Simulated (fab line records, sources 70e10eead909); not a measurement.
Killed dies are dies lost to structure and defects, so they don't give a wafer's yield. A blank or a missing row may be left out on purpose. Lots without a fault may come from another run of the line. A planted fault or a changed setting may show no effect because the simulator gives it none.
Problem report in the 8D (eight disciplines) form, filled by code | flow nand_harc | the parts of the form that need people (team, actions taken, sign-off) are left out

1. THE PROBLEM
raw_defect_count at NHARC_A_CHANNEL_HOLE_D1_INSPECT_40 reads a mean of 570 on 2 wafers of 2 lots; wafers without a fault read 75 with a standard deviation of 27. That is +18 standard deviations from the usual mean.
First seen on wafer L391.2, day 15 22:06, on defect_inspect-02. The record holds 18 wafers of 6 lots with a number at this step. Rule for "out", or "out of limits": more than 4 standard deviations from the usual mean. The other wafers with a number count as sound.

2. WHAT IT IS AND WHAT IT IS NOT
question                    | is                | is not
which readings at this step | raw_defect_count  | -
which lots                  | L391, L394        | L376, L377, L392, L398
which wafers of those lots  | L391.2, L394.6    | L391.4, L391.5, L394.2, L394.5
read on which gauges        | defect_inspect-02 | defect_inspect-01
when                        | from day 15 22:06 | up to then (11 sound wafers); but 5 sound wafers of L394, L398 came after

3. SUSPECTS, AND WHAT RULES EACH OUT
Counting: a tool at a process step up to the reading stays a suspect if it ran every lot that is out. Sound lots after the first of them don't rule it out here, since some wafers of a struck lot are sound.
- the gauge at NHARC_A_CHANNEL_HOLE_D1_INSPECT_40: kept. All the wafers that are out were read on defect_inspect-02, and no step on other tools shows them out.
- har_etch-02 at NHARC_A_CHANNEL_HOLE_D1_ETCH_20 (etches the open film in C4F8/O2/Ar, time 361.9 s, target depth 1600 nm): kept. It ran every lot that is out, first L391 (day 15 16:26); its last sound lot up to then is L377 (day 9 14:36).
- har_etch-02 at NHARC_A_CHANNEL_HOLE_D1_ETCH_21 (etches the open film in C4F8/O2/Ar, time 514.3 s, target depth 1600 nm): kept. It ran every lot that is out, first L391 (day 15 16:47); its last sound lot up to then is L377 (day 9 14:55).
- har_etch-02 at NHARC_A_CHANNEL_HOLE_D1_ETCH_24 (etches the open film in C4F8/O2/Ar, time 906.2 s, target depth 1500 nm): kept. It ran every lot that is out, first L391 (day 15 18:32); its last sound lot up to then is L377 (day 9 16:37).
- har_etch-02 at NHARC_A_CHANNEL_HOLE_D1_ETCH_25 (etches the open film in C4F8/O2/Ar, time 1040.2 s, target depth 1500 nm): kept. It ran every lot that is out, first L391 (day 15 19:19); its last sound lot up to then is L377 (day 9 17:23).
- Within har_etch-02 at NHARC_A_CHANNEL_HOLE_D1_ETCH_20: the wafers that are out ran in chamber 1; their sound lot-mates ran in chamber 0.
- Within har_etch-02 at NHARC_A_CHANNEL_HOLE_D1_ETCH_21: the wafers that are out ran in chamber 1; their sound lot-mates ran in chamber 0.
- Within har_etch-02 at NHARC_A_CHANNEL_HOLE_D1_ETCH_24: the wafers that are out ran in chamber 1; their sound lot-mates ran in chamber 0.
- Within har_etch-02 at NHARC_A_CHANNEL_HOLE_D1_ETCH_25: the wafers that are out ran in chamber 1; their sound lot-mates ran in chamber 0.
Left after counting: har_etch-02 at NHARC_A_CHANNEL_HOLE_D1_ETCH_20, har_etch-02 at NHARC_A_CHANNEL_HOLE_D1_ETCH_21, har_etch-02 at NHARC_A_CHANNEL_HOLE_D1_ETCH_24, har_etch-02 at NHARC_A_CHANNEL_HOLE_D1_ETCH_25, defect_inspect-02 at NHARC_A_CHANNEL_HOLE_D1_INSPECT_40.

4. THE CAUSE (what the simulator had put in)
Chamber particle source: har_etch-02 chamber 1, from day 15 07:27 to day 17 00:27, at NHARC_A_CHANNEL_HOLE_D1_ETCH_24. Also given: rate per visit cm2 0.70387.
Counting left 5 suspects, and this tool is among them.

5. THE CHAIN OF EFFECTS, in route order
Each row: a reading whose mean over the struck wafers that have a number lies more than 3 standard deviations from the usual. Only readings for which the record gives a usual standard deviation are gone through. hours: the time from each lot's start at the first step in this table that gives one to its start at this step, as a median over the lots. sigmas: the change in usual standard deviations.
hours | step                               | reading          | usual | on struck wafers | change | sigmas
0     | NHARC_A_CHANNEL_HOLE_D1_INSPECT_40 | raw_defect_count | 75    | 570              | +496   | +18
Later measuring or inspecting steps at which every struck wafer that the step has a row for has a number for every such reading, and none has moved that far: NHARC_END_SORT_01.

6. WHAT WOULD HAVE CAUGHT IT SOONER
In this record the first reading out of limits at a measuring or inspecting step was taken at day 15 22:06, 15 hours after the fault began at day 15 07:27.
Of the tool readings at NHARC_A_CHANNEL_HOLE_D1_ETCH_24 for which the record gives a usual standard deviation, none was out on any struck wafer, so an alarm limit of 4 standard deviations on them would not have fired.
Of the lots that are out (2), L394 began NHARC_A_CHANNEL_HOLE_D1_ETCH_24 on har_etch-02 after day 15 22:06. A hold on the tool at that time would have spared it.
